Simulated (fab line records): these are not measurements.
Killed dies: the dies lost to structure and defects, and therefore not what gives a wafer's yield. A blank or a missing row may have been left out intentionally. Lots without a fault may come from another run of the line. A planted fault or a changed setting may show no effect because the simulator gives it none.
fab line records :: flow nand-harc
record
  lots=6
  wafers=16
  last-day=31
route steps=1302 shown A_ONON_D1@432
lots untouched by any fault: they come from a run of this same line in which no faults occurred
start-h: hours from the record's first day to the start of the lot's first wafer shown :: wait-h: hours elapsed since this lot's preceding step :: " identical to the entry in the row above :: L1.1+2: a row that stands for several wafers :: - no value present, or no start provided :: * or withheld: withheld :: < > ~ a bound
route shown NAME@n: a module of which the file shows steps, and the number in the route of the first :: usual: the fault-free wafers' mean and standard deviation :: same: alike in all rows :: chamber/n: place in a boat :: sites: the reading at each site :: _std_site: the values' standard deviation :: _edge_site: the outer-site mean with the inner-site mean subtracted :: radius-mm: for every site, how far away it sits from the centre of the wafer :: mask NAME#n: copy n :: behind: the tool/chamber that last shaped the wafer :: hold: the reason the lot was held/the length of the hold in hours/how it ended :: device: the transistor (n, p or np) that didn't switch :: end of line: tests of these same wafers at the route's end :: where a step has no rows: the recipe by itself :: killed: dies lost to structure and defects at the first sort, not the wafer's yield :: map: the dies of a wafer, with x for killed, . for not killed, _ for no die there
set.NAME: the run value of the setting; set.NAME@STEP: its run value at that earlier step :: model.NAME: the simulator's own value behind a step, which no gauge read
lots at selected steps of the route; one table per step, one row per wafer
services: when a tool's chamber went out of use (start-h, in hours from the record's first day, below 0 if earlier), for how many hours, and the reason
## steps
# step NHARC_A_ONON_D1_DEP_12
# recipe
  target-thk-a=10000
  n2-flow-sccm=2750
  n2o-flow-sccm=2000
  nh3-flow-sccm=500
  sih4-flow-sccm=210
  temp-c=400
# step NHARC_A_ONON_D1_THK_MEAS_14
# recipe
  thk-meas-gauge=ellipsometry
# usual
  thk-nm=1001/9.1
lot.wafer: L699.1
tool: film-metro-01
chamber: -
start-h: 169.88
wait-h: -
thk-nm: 1005

lot.wafer: L699.3
tool: film-metro-01
chamber: -
start-h: 169.88
wait-h: -
thk-nm: 1006

lot.wafer: L699.4
tool: film-metro-01
chamber: -
start-h: 169.88
wait-h: -
thk-nm: 1006

lot.wafer: L698.1
tool: film-metro-02
chamber: -
start-h: 170.01
wait-h: -
thk-nm: 1003

lot.wafer: L698.4
tool: film-metro-02
chamber: -
start-h: 170.01
wait-h: -
thk-nm: 1002

lot.wafer: L698.5
tool: film-metro-02
chamber: -
start-h: 170.01
wait-h: -
thk-nm: 1002

lot.wafer: L705.1
tool: film-metro-01
chamber: -
start-h: 232.04
wait-h: -
thk-nm: 1003

lot.wafer: L705.3
tool: film-metro-01
chamber: -
start-h: 232.04
wait-h: -
thk-nm: 1002

lot.wafer: L708.1
tool: film-metro-01
chamber: -
start-h: 258.32
wait-h: -
thk-nm: 1006

lot.wafer: L708.2
tool: film-metro-01
chamber: -
start-h: 258.32
wait-h: -
thk-nm: 1006

lot.wafer: L714.1
tool: film-metro-01
chamber: -
start-h: 320.71
wait-h: -
thk-nm: 968

lot.wafer: L714.2
tool: film-metro-01
chamber: -
start-h: 320.71
wait-h: -
thk-nm: 967

lot.wafer: L714.5
tool: film-metro-01
chamber: -
start-h: 320.71
wait-h: -
thk-nm: 966

lot.wafer: L717.2
tool: film-metro-02
chamber: -
start-h: 352.06
wait-h: -
thk-nm: 996

lot.wafer: L717.4
tool: film-metro-02
chamber: -
start-h: 352.06
wait-h: -
thk-nm: 995

lot.wafer: L717.5
tool: film-metro-02
chamber: -
start-h: 352.06
wait-h: -
thk-nm: 998
# step NHARC_A_ONON_D1_ANNEAL_15
# recipe
  temp-c=750
  time-s=3600
# step NHARC_A_ONON_D1_DEP_16
# recipe
  target-thk-a=10000
  n2-flow-sccm=2750
  n2o-flow-sccm=2000
  nh3-flow-sccm=500
  sih4-flow-sccm=210
  temp-c=400
# step NHARC_A_ONON_D1_THK_MEAS_18
# recipe
  thk-meas-gauge=ellipsometry
# usual
  thk-nm=1001/11
lot.wafer: L698.1
tool: film-metro-01
chamber: -
start-h: 177.67
wait-h: -
thk-nm: 1005

lot.wafer: L698.4
tool: film-metro-01
chamber: -
start-h: 177.67
wait-h: -
thk-nm: 1007

lot.wafer: L698.5
tool: film-metro-01
chamber: -
start-h: 177.67
wait-h: -
thk-nm: 1008

lot.wafer: L699.1
tool: film-metro-02
chamber: -
start-h: 177.67
wait-h: -
thk-nm: 1008

lot.wafer: L699.3
tool: film-metro-02
chamber: -
start-h: 177.67
wait-h: -
thk-nm: 1009

lot.wafer: L699.4
tool: film-metro-02
chamber: -
start-h: 177.67
wait-h: -
thk-nm: 1008

lot.wafer: L705.1
tool: film-metro-01
chamber: -
start-h: 240.77
wait-h: -
thk-nm: 990

lot.wafer: L705.3
tool: film-metro-01
chamber: -
start-h: 240.77
wait-h: -
thk-nm: 989

lot.wafer: L708.1
tool: film-metro-02
chamber: -
start-h: 267.16
wait-h: -
thk-nm: 996

lot.wafer: L708.2
tool: film-metro-02
chamber: -
start-h: 267.16
wait-h: -
thk-nm: 995

lot.wafer: L714.1
tool: film-metro-01
chamber: -
start-h: 329.51
wait-h: -
thk-nm: 1017

lot.wafer: L714.2
tool: film-metro-01
chamber: -
start-h: 329.51
wait-h: -
thk-nm: 1018

lot.wafer: L714.5
tool: film-metro-01
chamber: -
start-h: 329.51
wait-h: -
thk-nm: 1015

lot.wafer: L717.2
tool: film-metro-02
chamber: -
start-h: 363.79
wait-h: -
thk-nm: 997

lot.wafer: L717.4
tool: film-metro-02
chamber: -
start-h: 363.79
wait-h: -
thk-nm: 999

lot.wafer: L717.5
tool: film-metro-02
chamber: -
start-h: 363.79
wait-h: -
thk-nm: 1000
# step NHARC_A_ONON_D1_DEP_19
# recipe
  target-thk-a=10000
  n2-flow-sccm=2750
  n2o-flow-sccm=2000
  nh3-flow-sccm=500
  sih4-flow-sccm=210
  temp-c=400
# step NHARC_A_ONON_D1_THK_MEAS_21
# recipe
  thk-meas-gauge=ellipsometry
# usual
  thk-nm=999/7.2
lot.wafer: L698.1
tool: film-metro-01
chamber: -
start-h: 178.23
wait-h: -
thk-nm: 1003

lot.wafer: L698.4
tool: film-metro-01
chamber: -
start-h: 178.23
wait-h: -
thk-nm: 1005

lot.wafer: L698.5
tool: film-metro-01
chamber: -
start-h: 178.23
wait-h: -
thk-nm: 1004

lot.wafer: L699.1
tool: film-metro-02
chamber: -
start-h: 178.24
wait-h: -
thk-nm: 1018

lot.wafer: L699.3
tool: film-metro-02
chamber: -
start-h: 178.24
wait-h: -
thk-nm: 1017

lot.wafer: L699.4
tool: film-metro-02
chamber: -
start-h: 178.24
wait-h: -
thk-nm: 1015

lot.wafer: L705.1
tool: film-metro-01
chamber: -
start-h: 241.34
wait-h: -
thk-nm: 992

lot.wafer: L705.3
tool: film-metro-01
chamber: -
start-h: 241.34
wait-h: -
thk-nm: 990

lot.wafer: L708.1
tool: film-metro-02
chamber: -
start-h: 267.76
wait-h: -
thk-nm: 991

lot.wafer: L708.2
tool: film-metro-02
chamber: -
start-h: 267.76
wait-h: -
thk-nm: 991

lot.wafer: L714.1
tool: film-metro-02
chamber: -
start-h: 330.08
wait-h: -
thk-nm: 997

lot.wafer: L714.2
tool: film-metro-02
chamber: -
start-h: 330.08
wait-h: -
thk-nm: 993

lot.wafer: L714.5
tool: film-metro-02
chamber: -
start-h: 330.08
wait-h: -
thk-nm: 996

lot.wafer: L717.2
tool: film-metro-02
chamber: -
start-h: 364.36
wait-h: -
thk-nm: 1005

lot.wafer: L717.4
tool: film-metro-02
chamber: -
start-h: 364.36
wait-h: -
thk-nm: 1006

lot.wafer: L717.5
tool: film-metro-02
chamber: -
start-h: 364.36
wait-h: -
thk-nm: 1006
# step NHARC_A_ONON_D1_DEP_22
# recipe
  target-thk-a=10000
  n2-flow-sccm=2750
  n2o-flow-sccm=2000
  nh3-flow-sccm=500
  sih4-flow-sccm=210
  temp-c=400
# step NHARC_A_ONON_D1_THK_MEAS_24
# recipe
  thk-meas-gauge=ellipsometry
# usual
  thk-nm=998/10
lot.wafer: L698.1
tool: film-metro-01
chamber: -
start-h: 178.80
wait-h: -
thk-nm: 993

lot.wafer: L698.4
tool: film-metro-01
chamber: -
start-h: 178.80
wait-h: -
thk-nm: 994

lot.wafer: L698.5
tool: film-metro-01
chamber: -
start-h: 178.80
wait-h: -
thk-nm: 992

lot.wafer: L699.1
tool: film-metro-02
chamber: -
start-h: 178.81
wait-h: -
thk-nm: 997

lot.wafer: L699.3
tool: film-metro-02
chamber: -
start-h: 178.81
wait-h: -
thk-nm: 995

lot.wafer: L699.4
tool: film-metro-02
chamber: -
start-h: 178.81
wait-h: -
thk-nm: 995

lot.wafer: L705.1
tool: film-metro-01
chamber: -
start-h: 241.91
wait-h: -
thk-nm: 1000

lot.wafer: L705.3
tool: film-metro-01
chamber: -
start-h: 241.91
wait-h: -
thk-nm: 997

lot.wafer: L708.1
tool: film-metro-02
chamber: -
start-h: 268.32
wait-h: -
thk-nm: 983

lot.wafer: L708.2
tool: film-metro-02
chamber: -
start-h: 268.32
wait-h: -
thk-nm: 986

lot.wafer: L714.1
tool: film-metro-02
chamber: -
start-h: 330.65
wait-h: -
thk-nm: 1007

lot.wafer: L714.2
tool: film-metro-02
chamber: -
start-h: 330.65
wait-h: -
thk-nm: 1005

lot.wafer: L714.5
tool: film-metro-02
chamber: -
start-h: 330.65
wait-h: -
thk-nm: 1006

lot.wafer: L717.2
tool: film-metro-01
chamber: -
start-h: 364.92
wait-h: -
thk-nm: 980

lot.wafer: L717.4
tool: film-metro-01
chamber: -
start-h: 364.92
wait-h: -
thk-nm: 981

lot.wafer: L717.5
tool: film-metro-01
chamber: -
start-h: 364.92
wait-h: -
thk-nm: 980
# step NHARC_A_ONON_D1_DEP_25
# recipe
  target-thk-a=10000
  n2-flow-sccm=2750
  n2o-flow-sccm=2000
  nh3-flow-sccm=500
  sih4-flow-sccm=210
  temp-c=400
# step NHARC_A_ONON_D1_THK_MEAS_27
# recipe
  thk-meas-gauge=ellipsometry
# usual
  thk-nm=1000/10
lot.wafer: L698.1
tool: film-metro-02
chamber: -
start-h: 179.37
wait-h: -
thk-nm: 1004

lot.wafer: L698.4
tool: film-metro-02
chamber: -
start-h: 179.37
wait-h: -
thk-nm: 1003

lot.wafer: L698.5
tool: film-metro-02
chamber: -
start-h: 179.37
wait-h: -
thk-nm: 1002

lot.wafer: L699.1
tool: film-metro-01
chamber: -
start-h: 179.38
wait-h: -
thk-nm: 1006

lot.wafer: L699.3
tool: film-metro-01
chamber: -
start-h: 179.38
wait-h: -
thk-nm: 1004

lot.wafer: L699.4
tool: film-metro-01
chamber: -
start-h: 179.38
wait-h: -
thk-nm: 1006

lot.wafer: L705.1
tool: film-metro-02
chamber: -
start-h: 242.47
wait-h: -
thk-nm: 1000

lot.wafer: L705.3
tool: film-metro-02
chamber: -
start-h: 242.47
wait-h: -
thk-nm: 1000

lot.wafer: L708.1
tool: film-metro-01
chamber: -
start-h: 268.88
wait-h: -
thk-nm: 986

lot.wafer: L708.2
tool: film-metro-01
chamber: -
start-h: 268.88
wait-h: -
thk-nm: 985

lot.wafer: L714.1
tool: film-metro-01
chamber: -
start-h: 331.21
wait-h: -
thk-nm: 1007

lot.wafer: L714.2
tool: film-metro-01
chamber: -
start-h: 331.21
wait-h: -
thk-nm: 1005

lot.wafer: L714.5
tool: film-metro-01
chamber: -
start-h: 331.21
wait-h: -
thk-nm: 1006

lot.wafer: L717.2
tool: film-metro-01
chamber: -
start-h: 365.49
wait-h: -
thk-nm: 1013

lot.wafer: L717.4
tool: film-metro-01
chamber: -
start-h: 365.49
wait-h: -
thk-nm: 1013

lot.wafer: L717.5
tool: film-metro-01
chamber: -
start-h: 365.49
wait-h: -
thk-nm: 1012
# step NHARC_A_ONON_D1_DEP_28
# recipe
  target-thk-a=10000
  n2-flow-sccm=2750
  n2o-flow-sccm=2000
  nh3-flow-sccm=500
  sih4-flow-sccm=210
  temp-c=400
# usual
  n2o-flow-sccm=1999/5.6
lot.wafer: L698.1
tool: pecvd-onon-01
chamber: 0
start-h: 179.43
wait-h: 0.1
n2o-flow-sccm: 2001

lot.wafer: L698.4
tool: pecvd-onon-01
chamber: 0
start-h: 179.43
wait-h: 0.1
n2o-flow-sccm: 2002

lot.wafer: L698.5
tool: pecvd-onon-01
chamber: 0
start-h: 179.43
wait-h: 0.1
n2o-flow-sccm: 1996

lot.wafer: L699.1
tool: pecvd-onon-03
chamber: 0
start-h: 179.43
wait-h: 0.1
n2o-flow-sccm: 1988

lot.wafer: L699.3
tool: pecvd-onon-03
chamber: 0
start-h: 179.43
wait-h: 0.1
n2o-flow-sccm: 1994

lot.wafer: L699.4
tool: pecvd-onon-03
chamber: 0
start-h: 179.43
wait-h: 0.1
n2o-flow-sccm: 1997

lot.wafer: L705.1
tool: pecvd-onon-01
chamber: 0
start-h: 242.53
wait-h: 0.1
n2o-flow-sccm: 2001

lot.wafer: L705.3
tool: pecvd-onon-01
chamber: 0
start-h: 242.53
wait-h: 0.1
n2o-flow-sccm: 1998

lot.wafer: L708.1
tool: pecvd-onon-01
chamber: 0
start-h: 268.94
wait-h: 0.1
n2o-flow-sccm: 1991

lot.wafer: L708.2
tool: pecvd-onon-01
chamber: 0
start-h: 268.94
wait-h: 0.1
n2o-flow-sccm: 1998

lot.wafer: L714.1
tool: pecvd-onon-04
chamber: 0
start-h: 331.27
wait-h: 0.1
n2o-flow-sccm: 1999

lot.wafer: L714.2
tool: pecvd-onon-04
chamber: 0
start-h: 331.27
wait-h: 0.1
n2o-flow-sccm: 1993

lot.wafer: L714.5
tool: pecvd-onon-04
chamber: 0
start-h: 331.27
wait-h: 0.1
n2o-flow-sccm: 2010

lot.wafer: L717.2
tool: pecvd-onon-03
chamber: 0
start-h: 365.61
wait-h: 0.1
n2o-flow-sccm: 1994

lot.wafer: L717.4
tool: pecvd-onon-03
chamber: 0
start-h: 365.61
wait-h: 0.1
n2o-flow-sccm: 2002

lot.wafer: L717.5
tool: pecvd-onon-03
chamber: 0
start-h: 365.61
wait-h: 0.1
n2o-flow-sccm: 2002
# step NHARC_A_ONON_D1_THK_MEAS_30
# recipe
  thk-meas-gauge=ellipsometry
# usual
  thk-nm=1001/8.7
lot.wafer: L698.1
tool: film-metro-01
chamber: -
start-h: 179.94
wait-h: -
thk-nm: 1008

lot.wafer: L698.4
tool: film-metro-01
chamber: -
start-h: 179.94
wait-h: -
thk-nm: 1009

lot.wafer: L698.5
tool: film-metro-01
chamber: -
start-h: 179.94
wait-h: -
thk-nm: 1009

lot.wafer: L699.1
tool: film-metro-02
chamber: -
start-h: 179.95
wait-h: -
thk-nm: 1005

lot.wafer: L699.3
tool: film-metro-02
chamber: -
start-h: 179.95
wait-h: -
thk-nm: 1006

lot.wafer: L699.4
tool: film-metro-02
chamber: -
start-h: 179.95
wait-h: -
thk-nm: 1007

lot.wafer: L705.1
tool: film-metro-01
chamber: -
start-h: 243.04
wait-h: -
thk-nm: 1550

lot.wafer: L705.3
tool: film-metro-01
chamber: -
start-h: 243.04
wait-h: -
thk-nm: 1015

lot.wafer: L708.1
tool: film-metro-01
chamber: -
start-h: 269.45
wait-h: -
thk-nm: 1520

lot.wafer: L708.2
tool: film-metro-01
chamber: -
start-h: 269.45
wait-h: -
thk-nm: 1523

lot.wafer: L714.1
tool: film-metro-02
chamber: -
start-h: 331.78
wait-h: -
thk-nm: 1003

lot.wafer: L714.2
tool: film-metro-02
chamber: -
start-h: 331.78
wait-h: -
thk-nm: 1003

lot.wafer: L714.5
tool: film-metro-02
chamber: -
start-h: 331.78
wait-h: -
thk-nm: 1004

lot.wafer: L717.2
tool: film-metro-01
chamber: -
start-h: 366.07
wait-h: -
thk-nm: 1002

lot.wafer: L717.4
tool: film-metro-01
chamber: -
start-h: 366.07
wait-h: -
thk-nm: 1004

lot.wafer: L717.5
tool: film-metro-01
chamber: -
start-h: 366.07
wait-h: -
thk-nm: 1002
# step NHARC_A_ONON_D1_DEP_33
# recipe
  target-thk-a=2000
  temp-c=400
  pressure-torr=6.5
  rf-w=900
  teos-flow-sccm=161.4
  flow-sccm=2650
  target-thk-nm=200
  gas=O2
  material=SiO2
# usual
  heater-power-w=584/87
  throttle-valve-pct=16.0/0.57
lot.wafer: L699.1
tool: pecvd-03
chamber: 2
start-h: 180.05
wait-h: 0.1
heater-power-w: 539
throttle-valve-pct: 16.9

lot.wafer: L699.3
tool: pecvd-03
chamber: 0
start-h: 180.05
wait-h: 0.1
heater-power-w: 662
throttle-valve-pct: 15.8

lot.wafer: L699.4
tool: pecvd-03
chamber: 0
start-h: 180.05
wait-h: 0.1
heater-power-w: 669
throttle-valve-pct: 15.8

lot.wafer: L698.1
tool: pecvd-01
chamber: 0
start-h: 180.08
wait-h: 0.1
heater-power-w: 786
throttle-valve-pct: 15.6

lot.wafer: L698.4
tool: pecvd-01
chamber: 1
start-h: 180.08
wait-h: 0.1
heater-power-w: 471
throttle-valve-pct: 15.6

lot.wafer: L698.5
tool: pecvd-01
chamber: 0
start-h: 180.08
wait-h: 0.1
heater-power-w: 800
throttle-valve-pct: 15.5

lot.wafer: L705.3
tool: pecvd-03
chamber: 1
start-h: 243.10
wait-h: 0.1
heater-power-w: 648
throttle-valve-pct: 16.7

lot.wafer: L705.1
tool: pecvd-03
chamber: 0
start-h: 243.10
wait-h: 0.1
heater-power-w: 581
throttle-valve-pct: 15.4

lot.wafer: L708.2
tool: pecvd-02
chamber: 1
start-h: 269.50
wait-h: 0.1
heater-power-w: 590
throttle-valve-pct: 15.2

lot.wafer: L708.1
tool: pecvd-02
chamber: 0
start-h: 269.50
wait-h: 0.1
heater-power-w: 485
throttle-valve-pct: 16.0

lot.wafer: L714.1
tool: pecvd-01
chamber: 1
start-h: 331.84
wait-h: 0.1
heater-power-w: 449
throttle-valve-pct: 14.8

lot.wafer: L714.2
tool: pecvd-01
chamber: 0
start-h: 331.84
wait-h: 0.1
heater-power-w: 735
throttle-valve-pct: 15.6

lot.wafer: L714.5
tool: pecvd-01
chamber: 2
start-h: 331.84
wait-h: 0.1
heater-power-w: 593
throttle-valve-pct: 16.0

lot.wafer: L717.2
tool: pecvd-01
chamber: 0
start-h: 366.34
wait-h: 0.3
heater-power-w: 715
throttle-valve-pct: 15.7

lot.wafer: L717.5
tool: pecvd-01
chamber: 1
start-h: 366.34
wait-h: 0.3
heater-power-w: 534
throttle-valve-pct: 15.4

lot.wafer: L717.4
tool: pecvd-01
chamber: 0
start-h: 366.34
wait-h: 0.3
heater-power-w: 743
throttle-valve-pct: 15.7
## services
tool: pecvd-03
chamber: 2
start-h: 162.73
hours: 2.3
kind: repair

tool: pecvd-03
chamber: -
start-h: 185.00
hours: 13.0
kind: pm

tool: pecvd-03
chamber: 0
start-h: 185.00
hours: 13.0
kind: vent-cycle

tool: pecvd-03
chamber: 1
start-h: 185.00
hours: 13.0
kind: vent-cycle

tool: pecvd-03
chamber: 2
start-h: 185.00
hours: 13.0
kind: vent-cycle

tool: pecvd-02
chamber: 1
start-h: 196.74
hours: 14.1
kind: repair

tool: pecvd-02
chamber: 0
start-h: 197.83
hours: 16.3
kind: repair

tool: pecvd-02
chamber: -
start-h: 227.00
hours: 13.0
kind: pm

tool: pecvd-onon-03
chamber: -
start-h: 227.00
hours: 13.0
kind: pm

tool: pecvd-onon-01
chamber: -
start-h: 251.35
hours: 5.3
kind: repair

tool: pecvd-onon-01
chamber: -
start-h: 269.29
hours: 13.0
kind: pm

tool: pecvd-03
chamber: -
start-h: 295.93
hours: 0.4
kind: repair

tool: pecvd-01
chamber: -
start-h: 311.00
hours: 13.0
kind: pm

tool: pecvd-01
chamber: 0
start-h: 311.00
hours: 13.0
kind: vent-cycle

tool: pecvd-01
chamber: 1
start-h: 311.00
hours: 13.0
kind: vent-cycle

tool: pecvd-01
chamber: 2
start-h: 311.00
hours: 13.0
kind: vent-cycle

tool: pecvd-onon-04
chamber: -
start-h: 311.42
hours: 13.0
kind: pm

tool: pecvd-02
chamber: 1
start-h: 311.91
hours: 15.5
kind: repair

tool: pecvd-01
chamber: 0
start-h: 324.00
hours: -
kind: clean

tool: pecvd-01
chamber: 1
start-h: 324.00
hours: -
kind: clean

tool: pecvd-01
chamber: 2
start-h: 324.00
hours: -
kind: clean

tool: pecvd-01
chamber: -
start-h: 341.16
hours: 1.4
kind: repair

tool: pecvd-03
chamber: -
start-h: 366.00
hours: 13.0
kind: pm

tool: pecvd-onon-03
chamber: -
start-h: 366.01
hours: 6.1
kind: repair
## key
first-sign
  step=NHARC_A_ONON_D1_THK_MEAS_30
  reading=thk-nm
  direction=up
  sigmas=61
  usual=1001
  struck=1531
effect none on later readings
met-at NHARC_A_ONON_D1_DEP_28
struck-wafers L705.1,L708.1,L708.2
later-rows-left-out L705.1,L708.1,L708.2
sort-left-out L705.1,L708.1,L708.2
tester-left-out L705,L708
onset-between 179.43 242.53
fault
  kind=process-parameter-drift
  tool=pecvd-onon-01
  chamber=-
  onset-h=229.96
  steps=NHARC_A_ONON_D1_DEP_28
  channel=target-thk-a
  offset=*
  shape=step
  end-h=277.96
  scope=struck-wafers-only
  acts-in=*
  stated=*
# tester-left-out: of these lots the tester's yield and bins aren't shown, on N5 and GAA mostly nor the transistor test; their killed dies are dies lost to structure and defects alone, not to doping, threshold or leakage, so they don't give the yield
# sort-left-out: the simulated sort isn't trusted on such a fault, so these wafers' sort isn't shown, and their yield isn't known
# later-rows-left-out: the simulator's readings of these wafers behind a module that went badly wrong aren't trusted and aren't shown, but for the sort
